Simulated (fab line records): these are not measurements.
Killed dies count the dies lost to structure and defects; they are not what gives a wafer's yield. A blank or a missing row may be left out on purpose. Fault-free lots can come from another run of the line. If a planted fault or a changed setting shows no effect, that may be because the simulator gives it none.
Matching of chambers / flow nandHarc / NHARC_A_CHANNEL_HOLE_D2_ETCH_38 on rieDiel-02: 4 sister chambers
The step etches the open film in CF4, target depth 39 nm, time 65 s. 20 wafers are shown with their chamber, then 10 later ones without.

## WAFERS WITH THEIR CHAMBER
wafer=L075.3; chamber=0; drypumpMotorCurrentA (A)=5.8; rfVppV (V)=153.0; throttleValvePct (%)=13.277
wafer=L075.5; chamber=0; drypumpMotorCurrentA (A)=5.8; rfVppV (V)=151.1; throttleValvePct (%)=13.287
wafer=L075.6; chamber=3; drypumpMotorCurrentA (A)=4.9; rfVppV (V)=153.1; throttleValvePct (%)=13.281
wafer=L079.1; chamber=0; drypumpMotorCurrentA (A)=5.8; rfVppV (V)=150.7; throttleValvePct (%)=13.312
wafer=L079.2; chamber=3; drypumpMotorCurrentA (A)=4.9; rfVppV (V)=153.2; throttleValvePct (%)=13.274
wafer=L079.6; chamber=0; drypumpMotorCurrentA (A)=5.8; rfVppV (V)=150.8; throttleValvePct (%)=13.268
wafer=L082.2; chamber=3; drypumpMotorCurrentA (A)=4.9; rfVppV (V)=151.4; throttleValvePct (%)=13.280
wafer=L082.5; chamber=1; drypumpMotorCurrentA (A)=5.4; rfVppV (V)=152.7; throttleValvePct (%)=13.292
wafer=L082.6; chamber=2; drypumpMotorCurrentA (A)=5.9; rfVppV (V)=152.3; throttleValvePct (%)=13.281
wafer=L086.2; chamber=3; drypumpMotorCurrentA (A)=5.0; rfVppV (V)=153.4; throttleValvePct (%)=13.290
wafer=L086.3; chamber=2; drypumpMotorCurrentA (A)=5.8; rfVppV (V)=152.9; throttleValvePct (%)=13.278
wafer=L086.4; chamber=1; drypumpMotorCurrentA (A)=5.4; rfVppV (V)=152.1; throttleValvePct (%)=13.273
wafer=L087.2; chamber=1; drypumpMotorCurrentA (A)=5.3; rfVppV (V)=153.7; throttleValvePct (%)=13.281
wafer=L087.3; chamber=3; drypumpMotorCurrentA (A)=4.9; rfVppV (V)=151.9; throttleValvePct (%)=13.262
wafer=L087.4; chamber=0; drypumpMotorCurrentA (A)=5.8; rfVppV (V)=152.5; throttleValvePct (%)=13.296
wafer=L088.3; chamber=2; drypumpMotorCurrentA (A)=5.8; rfVppV (V)=154.1; throttleValvePct (%)=13.272
wafer=L088.4; chamber=1; drypumpMotorCurrentA (A)=5.4; rfVppV (V)=153.8; throttleValvePct (%)=13.282
wafer=L088.6; chamber=2; drypumpMotorCurrentA (A)=5.8; rfVppV (V)=153.5; throttleValvePct (%)=13.281
wafer=L090.1; chamber=3; drypumpMotorCurrentA (A)=5.0; rfVppV (V)=151.1; throttleValvePct (%)=13.293
wafer=L090.4; chamber=1; drypumpMotorCurrentA (A)=5.3; rfVppV (V)=153.5; throttleValvePct (%)=13.296

SIGNATURES, as means of the wafers listed above
reading=drypumpMotorCurrentA; chamber 0=5.800; chamber 1=5.360; chamber 2=5.825; chamber 3=4.933; scatter within a chamber=0.0453
reading=rfVppV; chamber 0=151.620; chamber 1=153.160; chamber 2=153.200; chamber 3=152.350; scatter within a chamber=0.918
reading=throttleValvePct; chamber 0=13.28800; chamber 1=13.28480; chamber 2=13.27800; chamber 3=13.28000; scatter within a chamber=0.0117
Rule: a wafer's distance from a chamber is the root of the sum, over the readings, of the square of ((its reading less the chamber's mean) divided by the reading's scatter). If the next closest chamber is less than 2 further off than the closest, the wafer can't be placed; otherwise it belongs to the closest. The scatter: take each reading less its chamber's mean, square it, sum over the shown wafers, divide by the number of wafers less the number of chambers, and take the root.

## WAFERS MISSING THEIR CHAMBER
wafer=L090.6; drypumpMotorCurrentA (A)=5.0; rfVppV (V)=152.9; throttleValvePct (%)=13.284
wafer=L092.3; drypumpMotorCurrentA (A)=5.7; rfVppV (V)=151.6; throttleValvePct (%)=13.276
wafer=L092.4; drypumpMotorCurrentA (A)=5.4; rfVppV (V)=152.6; throttleValvePct (%)=13.289
wafer=L092.5; drypumpMotorCurrentA (A)=5.8; rfVppV (V)=149.5; throttleValvePct (%)=13.282
wafer=L094.2; drypumpMotorCurrentA (A)=5.8; rfVppV (V)=152.7; throttleValvePct (%)=13.282
wafer=L094.3; drypumpMotorCurrentA (A)=5.8; rfVppV (V)=149.2; throttleValvePct (%)=13.284
wafer=L094.5; drypumpMotorCurrentA (A)=4.9; rfVppV (V)=151.5; throttleValvePct (%)=13.292
wafer=L097.3; drypumpMotorCurrentA (A)=5.4; rfVppV (V)=151.8; throttleValvePct (%)=13.266
wafer=L097.5; drypumpMotorCurrentA (A)=5.8; rfVppV (V)=153.3; throttleValvePct (%)=13.286
wafer=L097.6; drypumpMotorCurrentA (A)=4.9; rfVppV (V)=153.2; throttleValvePct (%)=13.272

## WHICH CHAMBER EACH WENT THROUGH
wafer=L090.6; from the rows above=3; in truth=3
wafer=L092.3; from the rows above=can't be placed: 0 or 2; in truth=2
wafer=L092.4; from the rows above=1; in truth=1
wafer=L092.5; from the rows above=can't be placed: 0 or 2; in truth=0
wafer=L094.2; from the rows above=can't be placed: 2 or 0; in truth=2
wafer=L094.3; from the rows above=can't be placed: 0 or 2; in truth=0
wafer=L094.5; from the rows above=3; in truth=3
wafer=L097.3; from the rows above=1; in truth=1
wafer=L097.5; from the rows above=can't be placed: 2 or 0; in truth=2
wafer=L097.6; from the rows above=3; in truth=3
Placed correctly: 5 of 10. Cannot be placed on the basis of these rows: 5; the candidates contain the true chamber in 5. Number placed wrongly: 0.
